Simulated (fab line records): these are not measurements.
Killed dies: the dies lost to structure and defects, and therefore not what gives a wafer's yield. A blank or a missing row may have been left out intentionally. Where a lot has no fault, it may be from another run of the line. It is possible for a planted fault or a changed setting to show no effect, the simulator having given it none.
Split-lot trial :: flow n5 finfet :: on a route of 1938 steps: 7 lots, 39 wafers read

## ABOUT THE SPLIT
At N5_GATE_CUT_ALD_22 (deposits SiNx, target thk 16 nm, pulse time 1 s, ald cycles 320), the setting ald cycles was moved away from the recipe's 320 on 18 of the 39 wafers read, by -49.4% to +55.0%. The other wafers ran this setting at the recipe's value.

Reading taken at the split's own step.

## THE READING
SiNx_of_GATE_CUT_ALD_22.thk nm (the simulator's own value, which no gauge read), in nm, at N5_GATE_CUT_ALD_22 (deposits SiNx, target thk 16 nm, pulse time 1 s, ald cycles 320). There is no usual value for it anywhere in the file. Across the 21 wafers here that went through the recipe, the average is 16.0 nm and the standard deviation 0.085 nm.

wafer: L075.1
tool, chamber at the split: ald sin-04, 1,2,0
ald cycles as run: 320
against the recipe: recipe
SiNx_of_GATE_CUT_ALD_22.thk nm, nm: 16
against lot-mates on the recipe: -

wafer: L075.2
tool, chamber at the split: ald sin-04, 1,2,0
ald cycles as run: 320
against the recipe: recipe
SiNx_of_GATE_CUT_ALD_22.thk nm, nm: 16
against lot-mates on the recipe: -

wafer: L075.3
tool, chamber at the split: ald sin-04, 1,2,0
ald cycles as run: 320
against the recipe: recipe
SiNx_of_GATE_CUT_ALD_22.thk nm, nm: 16
against lot-mates on the recipe: -

wafer: L075.4
tool, chamber at the split: ald sin-04, 3
ald cycles as run: 209
against the recipe: -34.7%
SiNx_of_GATE_CUT_ALD_22.thk nm, nm: 10.6
against lot-mates on the recipe: -5.4

wafer: L075.5
tool, chamber at the split: ald sin-04, 3
ald cycles as run: 209
against the recipe: -34.7%
SiNx_of_GATE_CUT_ALD_22.thk nm, nm: 10.6
against lot-mates on the recipe: -5.4

wafer: L075.6
tool, chamber at the split: ald sin-04, 2
ald cycles as run: 209
against the recipe: -34.7%
SiNx_of_GATE_CUT_ALD_22.thk nm, nm: 10.4
against lot-mates on the recipe: -5.6

wafer: L076.1
tool, chamber at the split: ald sin-02, 1,2,0
ald cycles as run: 320
against the recipe: recipe
SiNx_of_GATE_CUT_ALD_22.thk nm, nm: 16
against lot-mates on the recipe: -

wafer: L076.4
tool, chamber at the split: ald sin-02, 1,2,0
ald cycles as run: 320
against the recipe: recipe
SiNx_of_GATE_CUT_ALD_22.thk nm, nm: 16
against lot-mates on the recipe: -

wafer: L076.5
tool, chamber at the split: ald sin-02, 1,2,0
ald cycles as run: 320
against the recipe: recipe
SiNx_of_GATE_CUT_ALD_22.thk nm, nm: 16
against lot-mates on the recipe: -

wafer: L076.2
tool, chamber at the split: ald sin-02, 3
ald cycles as run: 162
against the recipe: -49.4%
SiNx_of_GATE_CUT_ALD_22.thk nm, nm: 7.8
against lot-mates on the recipe: -8.2

wafer: L076.3
tool, chamber at the split: ald sin-02, 0
ald cycles as run: 162
against the recipe: -49.4%
SiNx_of_GATE_CUT_ALD_22.thk nm, nm: 8.2
against lot-mates on the recipe: -7.8

wafer: L076.6
tool, chamber at the split: ald sin-02, 1
ald cycles as run: 162
against the recipe: -49.4%
SiNx_of_GATE_CUT_ALD_22.thk nm, nm: 8
against lot-mates on the recipe: -8.0

wafer: L082.1
tool, chamber at the split: ald sin-02, 2,1
ald cycles as run: 445
against the recipe: +39.1%
SiNx_of_GATE_CUT_ALD_22.thk nm, nm: 22.2
against lot-mates on the recipe: +6.3

wafer: L082.6
tool, chamber at the split: ald sin-02, 2,1
ald cycles as run: 445
against the recipe: +39.1%
SiNx_of_GATE_CUT_ALD_22.thk nm, nm: 22.2
against lot-mates on the recipe: +6.3

wafer: L082.2
tool, chamber at the split: ald sin-02, 1,0
ald cycles as run: 320
against the recipe: recipe
SiNx_of_GATE_CUT_ALD_22.thk nm, nm: 16
against lot-mates on the recipe: -

wafer: L082.5
tool, chamber at the split: ald sin-02, 1,0
ald cycles as run: 320
against the recipe: recipe
SiNx_of_GATE_CUT_ALD_22.thk nm, nm: 16
against lot-mates on the recipe: -

wafer: L082.3
tool, chamber at the split: ald sin-02, 3
ald cycles as run: 320
against the recipe: recipe
SiNx_of_GATE_CUT_ALD_22.thk nm, nm: 15.8
against lot-mates on the recipe: -

wafer: L082.4
tool, chamber at the split: ald sin-02, 0
ald cycles as run: 445
against the recipe: +39.1%
SiNx_of_GATE_CUT_ALD_22.thk nm, nm: 22.4
against lot-mates on the recipe: +6.5

wafer: L084.1
tool, chamber at the split: ald sin-04, 0,1
ald cycles as run: 320
against the recipe: recipe
SiNx_of_GATE_CUT_ALD_22.thk nm, nm: 16
against lot-mates on the recipe: -

wafer: L084.5
tool, chamber at the split: ald sin-04, 0,1
ald cycles as run: 320
against the recipe: recipe
SiNx_of_GATE_CUT_ALD_22.thk nm, nm: 16
against lot-mates on the recipe: -

wafer: L084.4
tool, chamber at the split: ald sin-04, 3
ald cycles as run: 320
against the recipe: recipe
SiNx_of_GATE_CUT_ALD_22.thk nm, nm: 16.2
against lot-mates on the recipe: -

wafer: L090.1
tool, chamber at the split: ald sin-04, 3,0,2
ald cycles as run: 192
against the recipe: -40.0%
SiNx_of_GATE_CUT_ALD_22.thk nm, nm: 9.6
against lot-mates on the recipe: -6.4

wafer: L090.2
tool, chamber at the split: ald sin-04, 3,0,2
ald cycles as run: 192
against the recipe: -40.0%
SiNx_of_GATE_CUT_ALD_22.thk nm, nm: 9.6
against lot-mates on the recipe: -6.4

wafer: L090.4
tool, chamber at the split: ald sin-04, 3,0,2
ald cycles as run: 192
against the recipe: -40.0%
SiNx_of_GATE_CUT_ALD_22.thk nm, nm: 9.6
against lot-mates on the recipe: -6.4

wafer: L090.3
tool, chamber at the split: ald sin-04, 1,0,3
ald cycles as run: 320
against the recipe: recipe
SiNx_of_GATE_CUT_ALD_22.thk nm, nm: 16
against lot-mates on the recipe: -

wafer: L090.5
tool, chamber at the split: ald sin-04, 1,0,3
ald cycles as run: 320
against the recipe: recipe
SiNx_of_GATE_CUT_ALD_22.thk nm, nm: 16
against lot-mates on the recipe: -

wafer: L090.6
tool, chamber at the split: ald sin-04, 1,0,3
ald cycles as run: 320
against the recipe: recipe
SiNx_of_GATE_CUT_ALD_22.thk nm, nm: 16
against lot-mates on the recipe: -

wafer: L095.1
tool, chamber at the split: ald sin-04, 3,0
ald cycles as run: 373
against the recipe: +16.6%
SiNx_of_GATE_CUT_ALD_22.thk nm, nm: 18.6
against lot-mates on the recipe: +2.5

wafer: L095.5
tool, chamber at the split: ald sin-04, 3,0
ald cycles as run: 373
against the recipe: +16.6%
SiNx_of_GATE_CUT_ALD_22.thk nm, nm: 18.6
against lot-mates on the recipe: +2.5

wafer: L095.2
tool, chamber at the split: ald sin-04, 0
ald cycles as run: 320
against the recipe: recipe
SiNx_of_GATE_CUT_ALD_22.thk nm, nm: 16
against lot-mates on the recipe: -

wafer: L095.3
tool, chamber at the split: ald sin-04, 2,1
ald cycles as run: 320
against the recipe: recipe
SiNx_of_GATE_CUT_ALD_22.thk nm, nm: 16.2
against lot-mates on the recipe: -

wafer: L095.6
tool, chamber at the split: ald sin-04, 2,1
ald cycles as run: 320
against the recipe: recipe
SiNx_of_GATE_CUT_ALD_22.thk nm, nm: 16.2
against lot-mates on the recipe: -

wafer: L095.4
tool, chamber at the split: ald sin-04, 1
ald cycles as run: 373
against the recipe: +16.6%
SiNx_of_GATE_CUT_ALD_22.thk nm, nm: 18.8
against lot-mates on the recipe: +2.7

wafer: L097.1
tool, chamber at the split: ald sin-04, 1,2
ald cycles as run: 496
against the recipe: +55.0%
SiNx_of_GATE_CUT_ALD_22.thk nm, nm: 24.8
against lot-mates on the recipe: +8.8

wafer: L097.3
tool, chamber at the split: ald sin-04, 1,2
ald cycles as run: 496
against the recipe: +55.0%
SiNx_of_GATE_CUT_ALD_22.thk nm, nm: 24.8
against lot-mates on the recipe: +8.8

wafer: L097.2
tool, chamber at the split: ald sin-04, 0
ald cycles as run: 496
against the recipe: +55.0%
SiNx_of_GATE_CUT_ALD_22.thk nm, nm: 24.6
against lot-mates on the recipe: +8.6

wafer: L097.4
tool, chamber at the split: ald sin-04, 3,2,1
ald cycles as run: 320
against the recipe: recipe
SiNx_of_GATE_CUT_ALD_22.thk nm, nm: 16
against lot-mates on the recipe: -

wafer: L097.5
tool, chamber at the split: ald sin-04, 3,2,1
ald cycles as run: 320
against the recipe: recipe
SiNx_of_GATE_CUT_ALD_22.thk nm, nm: 16
against lot-mates on the recipe: -

wafer: L097.6
tool, chamber at the split: ald sin-04, 3,2,1
ald cycles as run: 320
against the recipe: recipe
SiNx_of_GATE_CUT_ALD_22.thk nm, nm: 16
against lot-mates on the recipe: -
Where a row lists several chambers, the file gives one row for several wafers and doesn't say which wafer went through which chamber.

THE FIT
A straight line over all 39 wafers: SiNx_of_GATE_CUT_ALD_22.thk nm changes by +0.16 nm for each +1% of ald cycles; r = +1.00; the points scatter about the line by 0.11 nm.
The same after taking each lot's own level away (the mean of its wafers on the recipe; 39 wafers): +0.16 nm for each +1%; r = +1.00; scatter 0.1 nm.
The reading moves by 8.8 nm for the largest change in ald cycles, on that fit.
Measured against the standard deviation above, the lots' own levels, which go from 15.93 to 16.13 nm, span 2.3 times it.
Hence the lot-to-lot level has little effect on the slope; both slopes agree.
Check: for one of the wafers moved furthest among these (+55.0%), held out of the fit, the line's prediction against its lot-mates is +8.79 nm. Against them it came out at +8.8 nm.

## THE OTHER SPLITS THESE WAFERS WENT THROUGH
These wafers also went through other splits before the reading. Each is held against what the fit with the lots' levels taken away leaves over:
other split on the same wafers: N5_FIN_SAQP_PECVD_47 time s
wafers away from the commonest value: 9
r with SiNx_of_GATE_CUT_ALD_22.thk nm (lot level and that fit taken away): +0.05

other split on the same wafers: N5_STI_FIN_REVEAL_ALD_00 target thk a
wafers away from the commonest value: 15
r with SiNx_of_GATE_CUT_ALD_22.thk nm (lot level and that fit taken away): +0.06

other split on the same wafers: N5_SDB_HM_DEP_00 time s
wafers away from the commonest value: 12
r with SiNx_of_GATE_CUT_ALD_22.thk nm (lot level and that fit taken away): -0.24

## FILE'S OWN FIT
SiNx_of_GATE_CUT_ALD_22.thk nm changes by +0.16 nm for each +1% of ald cycles, r = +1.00.
